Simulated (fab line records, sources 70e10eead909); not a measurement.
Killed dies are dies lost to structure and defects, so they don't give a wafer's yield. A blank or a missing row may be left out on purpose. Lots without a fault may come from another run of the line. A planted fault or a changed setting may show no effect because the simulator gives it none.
fab line records | flow nand_harc
record lots=6 wafers=17 last_day=33
route steps=1302 shown A_SLIT@945 A_SIN_REMOVE@947 A_WL_FILL@952
lots that met no fault: from a run of the same line without faults
start_h: hours from the record's first day to the start of the lot's first wafer shown | wait_h: hours since the lot's step before | " the same as in the row above | L1.1+2: a row that stands for several wafers | - no value, or no start given | * or withheld: withheld | < > ~ a bound
route shown NAME@n: a module of which the file shows steps, and the number in the route of the first | usual: mean/standard deviation of fault-free wafers | same: alike in all rows | chamber/n: place in a boat | sites: the reading at each site | _std_site: their standard deviation | _edge_site: outer sites' mean less inner sites' | radius_mm: how far each site lies from the wafer's centre | mask NAME#n: copy n | behind: the tool/chamber that last shaped the wafer | hold: why the lot was held/for how many hours/how that ended | device: the transistor (n, p or np) that didn't switch | end of line: the same wafers' tests at the end of the route | a step without rows: its recipe alone | killed: dies lost to structure and defects at the first sort, not the wafer's yield | map: a wafer's dies, x killed, . not, _ none there
set.NAME: the setting as run; set.NAME@STEP: as run at that earlier step | model.NAME: the simulator's own value behind a step, which no gauge read
lots at some steps of the route; a table a step, a row a wafer
services: from which hour (start_h, from the record's first day; less than 0 if before it) a tool's chamber was out of use, for how many hours, and why
## steps
# step NHARC_A_SLIT_SRD_20
# step NHARC_A_SLIT_CD_MEAS_21
# usual cd_nm=289.6/0.78
# columns lot.wafer tool chamber start_h wait_h cd_nm
L577.1 cd_sem-02 - 520.80 - 290.3
L577.2 " - " " 289.7
L577.4 " - " " 290.2
L579.1 cd_sem-01 - 532.14 - 288.9
L579.2 " - " " 288.7
L579.6 " - " " 288.6
L583.1 cd_sem-03 - 568.14 - 289.4
L583.2 " - " " 289.0
L583.4 " - " " 288.6
L584.1 cd_sem-02 - 574.19 0.1 290.2
L584.3 " - " " 289.5
L584.6 " - " " 290.0
L594.1 cd_sem-03 - 669.06 - 289.3
L594.4 " - " " 288.7
L594.6 " - " " 288.9
L595.4 cd_sem-02 - 679.10 - 290.1
L595.6 " - " " 290.0
# step NHARC_A_SIN_REMOVE_WET_00
# recipe temp_c=160 time_s=15300 chemistry=H3PO4
# step NHARC_A_SIN_REMOVE_PRECLEAN_01
# recipe time_s=* temp_c=50 bath_age_min=0 chemistry=SC1
# step NHARC_A_SIN_REMOVE_SRD_02
# step NHARC_A_SIN_REMOVE_INSPECT_04
# usual raw_defect_count=367/71
# columns lot.wafer tool chamber start_h wait_h raw_defect_count
L577.1 defect_inspect-02 - 527.44 0.0 523
L577.2 " - " " 499
L577.4 " - " " 531
L579.1 defect_inspect-01 - 538.82 0.0 385
L579.2 " - " " 311
L579.6 " - " " 289
L583.1 defect_inspect-01 - 574.07 0.0 379
L583.2 " - " " 429
L583.4 " - " " 385
L584.1 defect_inspect-01 - 580.67 0.0 362
L584.3 " - " " 513
L584.6 " - " " 368
L594.1 defect_inspect-01 - 675.71 0.0 360
L594.4 " - " " 427
L594.6 " - " " 390
L595.4 defect_inspect-02 - 685.88 0.0 353
L595.6 " - " " 373
# step NHARC_A_WL_FILL_ALD_00
# recipe target_thk_a=30 pulse_time_s=3 ald_cycles=30 temp_c=300 material=Al2O3
# usual heater_power_outer_w=256/35 heater_power_w=458/63 precursor_pulse_height_rel=0.999/0.02
# same ald_cycles=30
# columns lot.wafer tool chamber start_h wait_h heater_power_outer_w heater_power_w precursor_pulse_height_rel
L577.1 ald_hk-04 3 528.43 1.0 263 435 0.975
L577.2 " 0 " " 207 375 1.016
L577.4 " 2 " " 251 455 0.985
L579.2 ald_hk-01 3 540.60 1.8 225 401 0.983
L579.1 " 0 " " 236 437 1.009
L579.6 " 2 " " 289 496 1.014
L583.2 ald_hk-02 1 574.16 0.1 336 595 0.969
L583.1 " 2 " " 267 505 1.032
L583.4 " 3 " " 301 534 0.998
L584.3 ald_hk-04 3 583.22 2.6 257 441 0.998
L584.1 " 1 " " 247 440 0.976
L584.6 " 3 " " 257 433 0.987
L594.1 ald_hk-02 2 675.83 0.1 276 507 0.976
L594.4 " 3 " " 309 520 1.011
L594.6 " 1 " " 335 618 0.968
L595.4 ald_hk-01 2 685.97 0.1 299 507 1.033
L595.6 " 1 " " 281 512 0.983
# step NHARC_A_WL_FILL_RTA_01
# recipe temp_c=1000 time_s=5
# usual lamp_power_pct=29.8/1.5 lamp_zone_2_pct=29.8/1.5 wafer_temp_C_max=1004.2/1.4
# columns lot.wafer tool chamber start_h wait_h lamp_power_pct lamp_zone_2_pct wafer_temp_C_max
L577.1 rtp_anneal-01 0 528.70 - 27.9 27.9 1002.4
L577.2 " 0 " " 27.9 27.9 1002.3
L577.4 " 0 " " 27.9 27.8 1002.6
L579.1 rtp_anneal-02 0 540.84 - 31.0 30.9 1006.2
L579.2 " 0 " " 31.0 30.9 1004.8
L579.6 " 0 " " 31.0 31.0 1004.4
L583.1 rtp_anneal-01 0 574.39 - 27.8 27.9 1003.2
L583.2 " 0 " " 27.8 27.9 1002.9
L583.4 " 0 " " 27.9 27.8 1003.8
L584.1 rtp_anneal-02 0 583.49 - 30.9 30.9 1004.4
L584.3 " 0 " " 30.9 31.0 1003.4
L584.6 " 0 " " 31.0 31.0 1004.5
L594.1 rtp_anneal-01 0 676.04 - 27.9 27.9 1002.8
L594.4 " 0 " " 27.9 27.9 1003.4
L594.6 " 0 " " 27.9 27.9 1002.0
L595.4 rtp_anneal-02 0 686.29 - 30.9 31.0 1006.9
L595.6 " 0 " " 31.0 31.0 1005.4
# step NHARC_A_WL_FILL_ALD_02
# recipe target_thk_a=20 pulse_time_s=3 ald_cycles=100 temp_c=450 material=TiN
# usual heater_power_outer_w=681/76 heater_power_w=1095/120 precursor_pulse_height_rel=1.001/0.019
# same ald_cycles=100
# columns lot.wafer tool chamber start_h wait_h heater_power_outer_w heater_power_w precursor_pulse_height_rel
L577.1 ald_metal-02 2 528.92 0.2 707 1202 1.004
L577.2 " 3 " " 631 1055 1.014
L577.4 " 0 " " 614 1026 1.024
L579.1 ald_metal-02 2 541.05 0.2 694 1180 0.983
L579.2 " 0 " " 617 1020 0.969
L579.6 " 3 " " 648 1044 0.992
L583.4 ald_metal-04 2 574.64 0.1 656 1210 0.986
L583.2 " 3 " " 702 1117 0.972
L583.1 " 0 " " 824 1307 1.032
L584.1 ald_metal-01 3 583.70 0.2 650 1037 1.028
L584.3 " 2 " " 592 921 1.013
L584.6 " 3 " " 662 1011 0.977
L594.1 ald_metal-02 0 676.29 0.2 628 1026 1.020
L594.4 " 2 " " 750 1234 1.008
L594.6 " 0 " " 625 1033 0.980
L595.4 ald_metal-01 1 686.50 0.2 699 1084 0.988
L595.6 " 3 " " 651 1013 0.977
# step NHARC_A_WL_FILL_CVD_03
# recipe target_thk_a=400 temp_c=300 pressure_torr=40 wf6_flow_sccm=40 h2_flow_sccm=1600 ar_flow_sccm=1560 time_s=279 material=W
# usual chamber_pressure_Torr=40.00/0.085 heater_power_outer_w=249/19 heater_power_w=444/26 throttle_valve_pct=7.9/0.33
# columns lot.wafer tool chamber start_h wait_h chamber_pressure_Torr heater_power_outer_w heater_power_w throttle_valve_pct
L577.2 cvd_w-01 0 529.36 0.1 39.91 257 452 8.2
L577.1 " 1 " " 39.90 274 451 7.9
L577.4 " 0 " " 39.93 256 453 8.1
L579.2 cvd_w-02 1 541.49 0.1 40.10 227 469 7.4
L579.1 " 0 " " 40.00 235 408 8.2
L579.6 " 1 " " 39.96 230 461 7.6
L583.1 cvd_w-02 1 575.04 0.1 39.91 240 446 7.4
L583.2 " 0 " " 39.79 240 400 8.1
L583.4 " 1 " " 39.86 233 456 7.7
L584.1 cvd_w-01 0 584.19 0.1 39.93 272 472 7.8
L584.3 " 0 " " 40.02 268 471 8.1
L584.6 " 1 " " 40.04 266 442 7.7
L594.1 cvd_w-01 0 676.69 0.1 39.97 274 494 8.1
L594.4 " 1 " " 40.10 262 445 7.9
L594.6 " 0 " " 40.16 275 472 8.2
L595.4 cvd_w-01 0 687.01 0.2 40.07 268 472 8.2
L595.6 " 0 " " 40.03 277 489 8.2
# step NHARC_A_WL_FILL_ETCHBACK_04
# recipe target_depth_a=600 time_s=120 chemistry=NF3
# usual drypump_motor_current_A=5.7/0.53 oes_product_au=1.000/0.0075
# columns lot.wafer tool chamber start_h wait_h drypump_motor_current_A oes_product_au rf_hours_counter_h
L577.2 rie_metal-01 0 529.73 0.3 5.9 0.997 1.4
L577.1 " 1 " " 4.8 0.992 2.1
L577.4 " 1 " " 4.8 0.993 -
L579.1 rie_metal-01 1 541.86 0.3 4.8 0.994 2.4
L579.2 " 0 " " 5.9 0.995 1.6
L579.6 " 1 " " 4.8 0.994 -
L583.1 rie_metal-02 0 575.41 0.3 5.7 1.003 2.3
L583.2 " 1 " " 6.4 1.005 2.3
L583.4 " 0 " " 5.7 0.995 -
L584.1 rie_metal-01 0 584.51 0.3 5.9 1.007 0.0
L584.3 " 0 " " 5.9 1.006 -
L584.6 " 1 " " 4.9 1.007 -
L594.1 rie_metal-01 1 677.09 0.4 4.8 1.006 1.8
L594.4 " 0 " " 5.9 1.007 -
L594.6 " 1 " " 4.9 0.928 -
L595.4 rie_metal-01 1 687.33 0.3 4.8 0.990 -
L595.6 " 1 " " 4.8 0.919 -
# step NHARC_A_WL_FILL_ETCHBACK_05
# recipe target_depth_a=220 time_s=60 temp_c=40 chemistry=Cl2/BCl3
# usual drypump_motor_current_A=5.8/0.54 oes_product_au=1.000/0.0085
# columns lot.wafer tool chamber start_h wait_h drypump_motor_current_A oes_product_au rf_hours_counter_h
L577.2 rie_metal-01 0 529.97 0.2 5.9 0.989 1.5
L577.1 " 1 " " 4.8 0.977 2.3
L577.4 " 1 " " 4.8 0.982 -
L579.2 rie_metal-01 1 542.10 0.2 4.8 0.989 2.5
L579.1 " 0 " " 5.8 1.005 1.8
L579.6 " 0 " " 5.8 0.999 -
L583.2 rie_metal-02 0 575.65 0.2 5.7 0.977 2.5
L583.1 " 1 " " 6.4 1.012 2.5
L583.4 " 1 " " 6.4 1.005 -
L584.1 rie_metal-01 1 584.75 0.2 4.8 0.992 0.1
L584.3 " 1 " " 4.8 0.994 -
L584.6 " 0 " " 5.9 0.987 -
L594.1 rie_metal-01 1 677.31 0.2 4.8 1.002 1.9
L594.4 " 1 " " 4.8 1.009 -
L594.6 " 0 " " 5.9 1.001 -
L595.4 rie_metal-01 1 687.51 0.1 4.8 1.002 -
L595.6 " 1 " " 4.8 0.995 -
## services
# columns tool chamber start_h hours kind
ald_metal-01 - 526.00 10.0 pm
ald_hk-02 - 530.17 10.0 pm
ald_metal-02 - 531.05 1.6 repair
ald_metal-04 2 533.04 1.9 repair
ald_hk-04 - 535.55 0.8 repair
cvd_w-01 - 547.24 13.0 pm
ald_metal-02 1 552.04 30.8 repair
ald_metal-01 1 566.40 3.6 repair
rie_metal-01 - 575.10 9.0 pm
rie_metal-02 - 576.76 0.5 repair
ald_metal-04 3 577.29 19.1 repair
rie_metal-01 0 606.77 1.5 repair
ald_metal-02 - 610.00 10.0 pm
ald_hk-04 - 611.85 10.0 pm
ald_metal-04 0 617.34 3.5 repair
ald_metal-04 3 617.87 26.6 repair
rie_metal-02 - 631.00 9.0 pm
cvd_w-02 - 632.46 13.0 pm
ald_metal-01 - 643.16 1.5 repair
ald_hk-04 - 646.71 1.0 repair
ald_metal-04 - 652.00 10.0 pm
ald_hk-01 - 653.23 10.0 pm
cvd_w-02 1 661.89 2.7 repair
ald_metal-04 - 676.07 32.3 repair
## key
first_sign step=NHARC_A_WL_FILL_ETCHBACK_04 reading=oes_product_au direction=down sigmas=10 usual=1.000 struck=0.924
effect none on later readings
met_at NHARC_A_WL_FILL_ETCHBACK_04
struck_wafers L594.6,L595.6
tester_left_out L594,L595
onset_between 584.51 677.09
fault kind=process_parameter_drift tool=rie_metal-01 chamber=- onset_h=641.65 steps=NHARC_A_WL_FILL_ETCHBACK_04 channel=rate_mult offset=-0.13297 shape=step end_h=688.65 scope=struck_wafers_only
# tester_left_out: of these lots the tester's yield and bins aren't shown, on N5 and GAA mostly nor the transistor test; their killed dies are dies lost to structure and defects alone, not to doping, threshold or leakage, so they don't give the yield
